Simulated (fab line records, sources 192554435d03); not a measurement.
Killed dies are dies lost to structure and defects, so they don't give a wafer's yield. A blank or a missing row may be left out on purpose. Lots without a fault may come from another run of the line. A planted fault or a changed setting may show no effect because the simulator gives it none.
Which tool did it? | flow n5_finfet | 8 lots, 24 wafers sampled, at 7 steps of a route of 1938

WHAT THE GAUGES READ, wafer by wafer
N5_BEOL_M4_CD_MEAS_11: target cd 16.79 nm. Usual: cd_nm 16.72 nm, standard deviation 0.25.
lot  | measured     | on        | cd_nm (nm)        | flag
L131 | day 8 08:41  | cd_sem-03 | 16.31 16.32 16.69 |
L140 | day 10 16:16 | cd_sem-03 | 16.38 17.12 16.35 |
L143 | day 11 05:35 | cd_sem-03 | 16.62 16.83 16.75 |
L142 | day 11 12:02 | cd_sem-03 | 16.85 16.59 17.13 |
L145 | day 11 19:22 | cd_sem-01 | 16.38 16.92 16.57 |
L148 | day 12 11:20 | cd_sem-01 | 16.58 16.76 16.54 |
L151 | day 13 14:50 | cd_sem-01 | 16.64 16.71 16.56 |
L152 | day 13 21:49 | cd_sem-03 | 16.46 16.66 17.18 |

N5_BEOL_M4_CD_MEAS_18: pitch 36 nm, target cd 18 nm. Usual: cd_nm 18.0 nm, standard deviation 0.44.
lot  | measured     | on        | cd_nm (nm)     | flag
L131 | day 8 09:17  | cd_sem-02 | 17.9 18.0 17.5 |
L140 | day 10 16:57 | cd_sem-02 | 17.6 19.8 17.6 |
L143 | day 11 06:09 | cd_sem-01 | 17.9 17.7 18.3 |
L142 | day 11 12:36 | cd_sem-01 | 17.4 17.9 17.8 |
L145 | day 11 19:58 | cd_sem-02 | 18.3 18.2 18.8 |
L148 | day 12 12:02 | cd_sem-02 | 18.3 18.4 17.9 |
L151 | day 13 15:23 | cd_sem-01 | 17.7 17.9 17.3 |
L152 | day 13 22:23 | cd_sem-03 | 17.5 17.4 17.8 |

N5_BEOL_M4_OVL_MEAS_29. Usual: V3_OVL 0.2 nm, standard deviation 0.86.
lot  | measured     | on         | V3_OVL (nm)    | flag
L131 | day 8 09:38  | overlay-02 | -1.2 -1.2 -0.5 |
L140 | day 10 17:26 | overlay-01 | -1.1 -0.1 0.0  |
L143 | day 11 06:30 | overlay-01 | 0.1 0.6 0.3    |
L142 | day 11 13:04 | overlay-01 | 1.2 0.4 0.8    |
L145 | day 11 20:19 | overlay-01 | 0.0 0.5 0.5    |
L148 | day 12 12:28 | overlay-01 | 0.9 1.0 0.2    |
L151 | day 13 15:47 | overlay-02 | -1.6 -0.8 -0.9 |
L152 | day 13 22:52 | overlay-02 | 0.9 0.6 0.2    |

N5_BEOL_M4_CD_MEAS_35: target cd 18 nm, target cd y 22.4 nm. Usual: cd_nm 18.0 nm, standard deviation 0.43.
lot  | measured     | on        | cd_nm (nm)     | flag
L131 | day 9 03:37  | cd_sem-02 | 17.7 18.1 17.9 |
L140 | day 11 05:52 | cd_sem-01 | 17.7 19.3 17.7 |
L143 | day 11 13:45 | cd_sem-01 | 18.0 17.5 17.8 |
L142 | day 11 18:28 | cd_sem-03 | 17.1 17.5 17.4 |
L145 | day 11 21:56 | cd_sem-03 | 18.0 18.1 18.3 |
L148 | day 13 00:38 | cd_sem-01 | 18.2 18.7 17.7 |
L151 | day 14 01:36 | cd_sem-01 | 17.6 18.1 18.0 |
L152 | day 14 03:31 | cd_sem-02 | 17.1 17.5 18.0 |

N5_BEOL_M4_RC_MEAS_101. Usual: DIBL_N 36.4 mV/V, standard deviation 2.7; DIBL_P 36 mV/V, standard deviation 3.2; IOFF_N 0.16 nA/um, standard deviation 0.046; IOFF_P 0.21 nA/um, standard deviation 0.055; ION_N 677 uA/um, standard deviation 15; ION_P 464 uA/um, standard deviation 11; SS_N 71.5 mV/dec, standard deviation 0.79; SS_P 73.3 mV/dec, standard deviation 0.93; VT_N 250 mV, standard deviation 4.1; VT_P -251 mV, standard deviation 4.4.
lot  | measured     | on        | DIBL_N (mV/V)  | DIBL_P (mV/V) | IOFF_N (nA/um) | IOFF_P (nA/um) | ION_N (uA/um) | ION_P (uA/um) | SS_N (mV/dec)  | SS_P (mV/dec)  | VT_N (mV)   | VT_P (mV)      | flag
L131 | day 9 09:14  | prober-02 | 36.1 37.3 37.3 | 36 37 38      | 0.15 0.18 0.18 | 0.20 0.23 0.24 | 674 681 689   | 469 471 474   | 70.7 71.8 71.7 | 72.6 74.1 73.8 | 250 247 246 | -248 -250 -248 |
L140 | day 11 11:20 | prober-01 | 36.4 35.7 35.9 | 37 35 37      | 0.17 0.15 0.18 | 0.26 0.22 0.26 | 683 678 695   | 470 470 484   | 71.5 71.1 71.2 | 73.6 72.9 72.8 | 248 249 246 | -245 -248 -249 |
L143 | day 11 17:33 | prober-02 | 33.3 38.7 36.7 | 34 39 35      | 0.12 0.24 0.18 | 0.18 0.25 0.19 | 656 684 653   | 454 456 445   | 71.3 72.1 72.6 | 73.1 75.0 73.5 | 254 244 252 | -254 -251 -254 |
L142 | day 11 23:30 | prober-01 | 34.6 39.2 42.8 | 35 41 45      | 0.13 0.20 0.29 | 0.16 0.24 0.35 | 667 671 698   | 461 459 474   | 71.4 72.4 73.4 | 72.8 74.0 75.4 | 254 251 245 | -254 -249 -246 |
L145 | day 12 02:02 | prober-01 | 36.6 40.7 37.0 | 38 43 40      | 0.16 0.25 0.16 | 0.19 0.26 0.21 | 692 694 668   | 463 461 454   | 71.7 72.5 70.8 | 73.7 74.8 73.7 | 248 247 254 | -253 -250 -254 |
L148 | day 13 05:12 | prober-02 | 36.9 37.6 37.0 | 38 37 36      | 0.17 0.17 0.17 | 0.24 0.24 0.22 | 689 675 676   | 475 466 454   | 71.3 72.1 71.6 | 74.3 74.6 74.0 | 247 249 248 | -247 -248 -247 |
L151 | day 14 07:22 | prober-02 | 40.0 36.7 41.0 | 38 34 40      | 0.21 0.14 0.23 | 0.22 0.16 0.25 | 677 659 689   | 457 448 467   | 72.4 71.2 72.3 | 73.5 72.5 74.2 | 249 253 247 | -253 -257 -252 |
L152 | day 14 07:26 | prober-01 | 28.6 32.5 32.1 | 29 32 33      | 0.06 0.11 0.11 | 0.09 0.12 0.13 | 633 658 677   | 435 440 462   | 70.3 71.0 70.6 | 70.7 71.9 71.7 | 264 256 253 | -265 -259 -259 |

WHICH TOOL RAN EACH LOT (tool, then ch and the chambers of the sampled wafers, then the start)
lot  | N5_BEOL_M4_ETCH_63                 | N5_BEOL_M4_ETCH_64
L131 | rie_diel-04 ch 1,2, day 8 08:52    | rie_diel-04 ch 1,2, day 8 08:53
L140 | rie_diel-06 ch 0,2,3, day 10 16:26 | rie_diel-06 ch 0,2,3, day 10 16:28
L143 | rie_diel-01 ch 0,2,3, day 11 05:46 | rie_diel-01 ch 0,2,3, day 11 05:48
L142 | rie_diel-01 ch 0,2, day 11 12:13   | rie_diel-01 ch 0,2, day 11 12:14
L145 | rie_diel-04 ch 0,1, day 11 19:32   | rie_diel-04 ch 0,1, day 11 19:34
L148 | rie_diel-04 ch 1,2,3, day 12 11:40 | rie_diel-04 ch 1,2,3, day 12 11:41
L151 | rie_diel-01 ch 0,1,2, day 13 15:00 | rie_diel-01 ch 0,1,2, day 13 15:02
L152 | rie_diel-01 ch 0,2,3, day 13 22:01 | rie_diel-01 ch 0,2,3, day 13 22:02
- N5_BEOL_M4_ETCH_63: etches SiARC in CF4, target depth 15.6 nm, time 26 s.
- N5_BEOL_M4_ETCH_64: etches SOC in N2/H2, target depth 75 nm, overetch 22.5 nm, time 121.9 s.

WHAT THE TOOLS THEMSELVES READ (means of the sampled wafers that have a number; where no wafer has one, the mark that the record gives instead)
N5_BEOL_M4_ETCH_63. Usual: drypump_motor_current_A 5.7 A, standard deviation 0.41; etch_rf_on_time_s 25.8 s, standard deviation 0.78; oes_product_au 0.69 a.u., standard deviation 0.071; rf_vpp_V 184.1 V, standard deviation 1.1; showerhead_plenum_p_Torr 2.14 Torr, standard deviation 0.064; throttle_valve_pct 15.52 %, standard deviation 0.15.
lot  | tool        | drypump_motor_current_A (A) | etch_rf_on_time_s (s) | oes_product_au (a.u.) | rf_vpp_V (V) | showerhead_plenum_p_Torr (Torr) | throttle_valve_pct (%) | flag
L131 | rie_diel-04 | 5.9                         | 26.7                  | 0.58                  | 184.6        | 2.17                            | 15.76                  |
L140 | rie_diel-06 | 5.3                         | 25.4                  | 0.68                  | 184.0        | 2.16                            | 15.55                  |
L143 | rie_diel-01 | 5.6                         | 25.6                  | 0.74                  | 185.1        | 2.13                            | 15.38                  |
L142 | rie_diel-01 | 5.5                         | 25.6                  | 0.70                  | 184.3        | 2.12                            | 15.47                  |
L145 | rie_diel-04 | 5.9                         | 25.4                  | 0.73                  | 184.3        | 2.14                            | 15.46                  |
L148 | rie_diel-04 | 5.7                         | 26.2                  | 0.68                  | 184.8        | 2.12                            | 15.54                  |
L151 | rie_diel-01 | 5.3                         | 25.9                  | 0.71                  | 184.2        | 2.13                            | 15.51                  |
L152 | rie_diel-01 | 5.6                         | 25.5                  | 0.71                  | 184.2        | 2.13                            | 15.43                  |

N5_BEOL_M4_ETCH_64. Usual: drypump_motor_current_A 5.7 A, standard deviation 0.41; oes_product_au 0.61 a.u., standard deviation 0.057; rf_vpp_V 523.8 V, standard deviation 2.4; showerhead_plenum_p_Torr 2.54 Torr, standard deviation 0.086; throttle_valve_pct 17.73 %, standard deviation 0.18.
lot  | tool        | drypump_motor_current_A (A) | oes_product_au (a.u.) | rf_vpp_V (V) | showerhead_plenum_p_Torr (Torr) | throttle_valve_pct (%) | flag
L131 | rie_diel-04 | 5.9                         | 0.52                  | 524.0        | 2.59                            | 18.02                  |
L140 | rie_diel-06 | 5.3                         | 0.60                  | 524.3        | 2.55                            | 17.69                  |
L143 | rie_diel-01 | 5.6                         | 0.66                  | 524.1        | 2.54                            | 17.66                  |
L142 | rie_diel-01 | 5.4                         | 0.62                  | 523.4        | 2.52                            | 17.62                  |
L145 | rie_diel-04 | 5.9                         | 0.64                  | 523.9        | 2.55                            | 17.78                  |
L148 | rie_diel-04 | 5.7                         | 0.60                  | 523.1        | 2.52                            | 17.80                  |
L151 | rie_diel-01 | 5.4                         | 0.63                  | 523.8        | 2.53                            | 17.71                  |
L152 | rie_diel-01 | 5.6                         | 0.63                  | 523.1        | 2.54                            | 17.69                  |

THE ANSWER, worked out from the rows above alone
Rule: a lot is off if the mean of its wafers that have a number lies more than 3 standard deviations from the usual mean. A lot without any number at a reading at which 4 lots or more have one is off too. The other lots that the step has rows for count as sound. The gauges are gone through in route order, then the tools' own readings, and for those a lot's mean is taken as printed above. The first step at which some lot is off is used, and at that step the reading that is off furthest; a lot without a number counts as furthest.
No lot is off at any reading shown: from this, nothing can be told.

WHAT THE SIMULATOR HAD PUT IN
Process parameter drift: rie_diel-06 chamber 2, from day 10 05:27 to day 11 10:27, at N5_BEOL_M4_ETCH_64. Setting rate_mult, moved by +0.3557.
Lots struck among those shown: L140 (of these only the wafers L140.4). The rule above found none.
